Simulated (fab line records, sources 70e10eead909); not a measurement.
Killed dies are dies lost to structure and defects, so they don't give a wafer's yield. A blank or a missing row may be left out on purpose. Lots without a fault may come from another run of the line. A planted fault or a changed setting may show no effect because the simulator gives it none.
Which tool did it? | flow nand_harc | 13 lots, 39 wafers sampled, at 5 steps of a route of 1159

WHAT THE GAUGES READ, wafer by wafer
NHARC_HYBRID_BOND_OVL_MEAS_05. Usual: overlay_x_nm -1 nm, standard deviation 36; overlay_y_nm -5 nm, standard deviation 31.
lot  | measured     | on         | overlay_x_nm (nm) | overlay_y_nm (nm) | flag
L335 | day 18 14:29 | overlay-01 | 23 -5 12          | -11 -36 -4        |
L336 | day 19 02:09 | overlay-02 | -26 -21 57        | -27 12 47         |
L340 | day 20 04:54 | overlay-02 | 27 -16 -93        | -24 -30 13        |
L341 | day 20 04:55 | overlay-01 | -12 -16 0         | 37 15 29          |
L346 | day 21 06:56 | overlay-02 | -1 -37 -29        | 7 -8 -8           |
L349 | day 21 11:19 | overlay-02 | 50 20 -19         | -5 -29 29         |
L347 | day 21 19:22 | overlay-02 | 1 -16 -9          | 57 -8 -20         |
L348 | day 21 19:22 | overlay-01 | -35 23 -37        | -30 -55 -7        |
L351 | day 22 02:01 | overlay-02 | 43 22 52          | -18 -33 39        |
L350 | day 22 02:01 | overlay-01 | -36 27 0          | 13 -29 -14        |
L353 | day 22 19:05 | overlay-02 | -32 -85 -33       | 10 47 -25         |
L356 | day 23 16:52 | overlay-02 | -34 31 9          | 19 22 -44         |
L357 | day 23 21:13 | overlay-01 | -6 -23 5          | 24 -2 -21         |

NHARC_HYBRID_BOND_INSPECT_06: inspects for defects (ir void). Usual: raw_defect_count 32, standard deviation 15.
lot  | measured     | on                | raw_defect_count | flag
L335 | day 18 14:32 | defect_inspect-02 | 28 48 35         |
L336 | day 19 02:13 | defect_inspect-02 | 32 32 42         |
L340 | day 20 04:57 | defect_inspect-01 | 15 11 8          |
L341 | day 20 04:59 | defect_inspect-02 | 24 15 30         |
L346 | day 21 06:59 | defect_inspect-01 | 50 49 33         |
L349 | day 21 11:22 | defect_inspect-01 | 11 15 10         |
L347 | day 21 19:25 | defect_inspect-02 | 28 27 23         |
L348 | day 21 19:25 | defect_inspect-01 | 45 49 46         |
L351 | day 22 02:04 | defect_inspect-02 | 38 36 42         |
L350 | day 22 02:04 | defect_inspect-01 | 39 45 43         |
L353 | day 22 19:08 | defect_inspect-01 | 32 18 19         |
L356 | day 23 16:56 | defect_inspect-01 | 38 49 46         |
L357 | day 23 21:16 | defect_inspect-01 | 19 20 22         |

NHARC_END_SORT_01. Usual: defect_limited_yield 95.7 %, standard deviation 1.5; killed_at_array 26, standard deviation 9.9; killed_at_other 0.8, standard deviation 1; killed_at_periphery 2.8, standard deviation 2.2; killed_dies 29, standard deviation 9.9; killed_open 3.2, standard deviation 1.8; killed_short 2.1, standard deviation 1.4; sort_bin_2_pct 1.3 %, standard deviation 0.54; sort_bin_3_pct 0.23 %, standard deviation 0.2; sort_bin_4_pct 2.8 %, standard deviation 1; sort_n_pass 648, standard deviation 9.9; sort_rim_yield_pct 95 %, standard deviation 3.5; sort_yield_pct 95.7 %, standard deviation 1.5.
lot  | measured     | on        | defect_limited_yield (%) | killed_at_array | killed_at_other | killed_at_periphery | killed_dies | killed_open | killed_short | sort_bin_2_pct (%) | sort_bin_3_pct (%) | sort_bin_4_pct (%) | sort_n_pass | sort_rim_yield_pct (%) | sort_yield_pct (%) | flag
L336 | day 20 05:53 | prober-02 | 94.7 94.8 94.5           | 33 32 31        | 0 0 0           | 3 3 6               | 36 35 37    | 7 5 4       | 4 2 2        | 1.5 1.6 1.8        | 0.15 0.44 0.44     | 3.7 3.1 3.2        | 641 642 640 | 96 93 95               | 94.7 94.8 94.5     |
L340 | day 21 09:30 | prober-02 | 97.0 98.1 97.2           | 16 12 15        | 0 0 1           | 4 1 3               | 20 13 19    | 5 4 6       | 0 1 4        | 0.4 1.0 0.6        | 0 0 0.30           | 2.5 0.9 1.9        | 657 664 658 | 99 98 95               | 97.0 98.1 97.2     |
L347 | day 22 13:28 | prober-02 | 95.1 94.8 95.7           | 26 26 23        | 0 1 1           | 7 8 5               | 33 35 29    | 4 8 4       | 2 1 1        | 1.3 1.2 1.0        | 0.30 0.30 0.44     | 3.2 3.7 2.8        | 644 642 648 | 97 93 93               | 95.1 94.8 95.7     |
L353 | day 23 12:40 | prober-02 | 94.8 97.5 97.5           | 29 12 15        | 2 2 1           | 4 3 1               | 35 17 17    | 4 2 0       | 2 2 2        | 2.2 1.0 0.7        | 0.44 0.15 0        | 2.5 1.3 1.8        | 642 660 660 | 95 97 93               | 94.8 97.5 97.5     |

WHICH TOOL RAN EACH LOT (tool, then ch and the chambers of the sampled wafers, then the start)
lot  | NHARC_THIN_TSV_ETCH_15           | NHARC_THIN_TSV_EXPOSE_30
L335 | rie_si-03 ch 1,2,3, day 18 18:05 | krf_scanner-03 ch 0, day 18 23:23
L336 | rie_si-03 ch 0,1,3, day 19 08:10 | krf_scanner-03 ch 0, day 19 16:41
L340 | rie_si-05 ch 0,1, day 20 08:28   | krf_scanner-04 ch 0, day 20 13:25
L341 | rie_si-03 ch 2,3, day 20 09:35   | krf_scanner-03 ch 0, day 20 14:35
L346 | rie_si-05 ch 1,2,3, day 21 10:25 | krf_scanner-04 ch 0, day 21 15:13
L349 | rie_si-03 ch 1,2, day 21 14:47   | krf_scanner-03 ch 0, day 21 19:47
L347 | rie_si-05 ch 0,1,3, day 21 23:08 | krf_scanner-03 ch 0, day 22 04:17
L348 | rie_si-03 ch 1,3, day 22 00:07   | krf_scanner-04 ch 0, day 22 05:17
L351 | rie_si-05 ch 0,1,2, day 22 05:37 | krf_scanner-01 ch 0, day 22 10:35
L350 | rie_si-02 ch 2,3, day 22 06:45   | krf_scanner-03 ch 0, day 22 11:41
L353 | rie_si-02 ch 0,1, day 22 23:52   | krf_scanner-01 ch 0, day 23 04:52
L356 | rie_si-03 ch 0,2,3, day 23 23:48 | krf_scanner-03 ch 0, day 24 04:41
L357 | rie_si-05 ch 0,2,3, day 24 02:11 | krf_scanner-03 ch 0, day 24 07:06
- NHARC_THIN_TSV_ETCH_15: target depth 3000 nm, bosch target overetch cycles 2, bosch etch step 2.8 s.
- NHARC_THIN_TSV_EXPOSE_30: exposes mask PAD.

WHAT THE TOOLS THEMSELVES READ (means of the sampled wafers that have a number; where no wafer has one, the mark that the record gives instead)
NHARC_THIN_TSV_ETCH_15. Usual: drypump_motor_current_A 5.5 A, standard deviation 0.42.
lot  | tool      | drypump_motor_current_A (A) | flag
L335 | rie_si-03 | 5.5                         |
L336 | rie_si-03 | 5.6                         |
L340 | rie_si-05 | 5.0                         |
L341 | rie_si-03 | 5.2                         |
L346 | rie_si-05 | 5.3                         |
L349 | rie_si-03 | 5.6                         |
L347 | rie_si-05 | 5.4                         |
L348 | rie_si-03 | 5.4                         |
L351 | rie_si-05 | 5.2                         |
L350 | rie_si-02 | 6.3                         |
L353 | rie_si-02 | 5.2                         |
L356 | rie_si-03 | 5.5                         |
L357 | rie_si-05 | 5.5                         |

NHARC_THIN_TSV_EXPOSE_30. Usual: exposure_dose_mJ_cm2 11.470, standard deviation 0.011.
lot  | tool           | exposure_dose_mJ_cm2 | flag
L335 | krf_scanner-03 | 11.460               |
L336 | krf_scanner-03 | 11.468               |
L340 | krf_scanner-04 | 11.483               |
L341 | krf_scanner-03 | 11.472               |
L346 | krf_scanner-04 | 12.043               | OFF
L349 | krf_scanner-03 | 11.480               |
L347 | krf_scanner-03 | 11.478               |
L348 | krf_scanner-04 | 12.052               | OFF
L351 | krf_scanner-01 | 11.459               |
L350 | krf_scanner-03 | 11.468               |
L353 | krf_scanner-01 | 11.464               |
L356 | krf_scanner-03 | 11.480               |
L357 | krf_scanner-03 | 11.472               |

THE ANSWER, worked out from the rows above alone
Rule: a lot is off if the mean of its wafers that have a number lies more than 3 standard deviations from the usual mean. A lot without any number at a reading at which 4 lots or more have one is off too. The other lots that the step has rows for count as sound. The gauges are gone through in route order, then the tools' own readings, and for those a lot's mean is taken as printed above. The first step at which some lot is off is used, and at that step the reading that is off furthest; a lot without a number counts as furthest.
Off: L346, L348, at NHARC_THIN_TSV_EXPOSE_30 (exposure_dose_mJ_cm2).
A tool fits if, at that step or a process step before it, it ran every lot that is off, and no sound lot after the first of them. One fits: krf_scanner-04 at NHARC_THIN_TSV_EXPOSE_30. Its last sound lot is L340 (day 20 13:25), its first lot that is off L346 (day 21 15:13): a fault that began between those two fits.
The tool's own readings at NHARC_THIN_TSV_EXPOSE_30 bear it out: on the lots that are off they differ by more than 5 times the standard deviation of the sound lots' means. exposure_dose_mJ_cm2 reads 12.047 there against 11.471 on the sound lots.

WHAT THE SIMULATOR HAD PUT IN
Process parameter drift: krf_scanner-04, from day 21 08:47 on, at NHARC_THIN_TSV_EXPOSE_30. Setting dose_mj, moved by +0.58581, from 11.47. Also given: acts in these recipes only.
Lots struck among those shown: L346, L348. The rule above found the same.
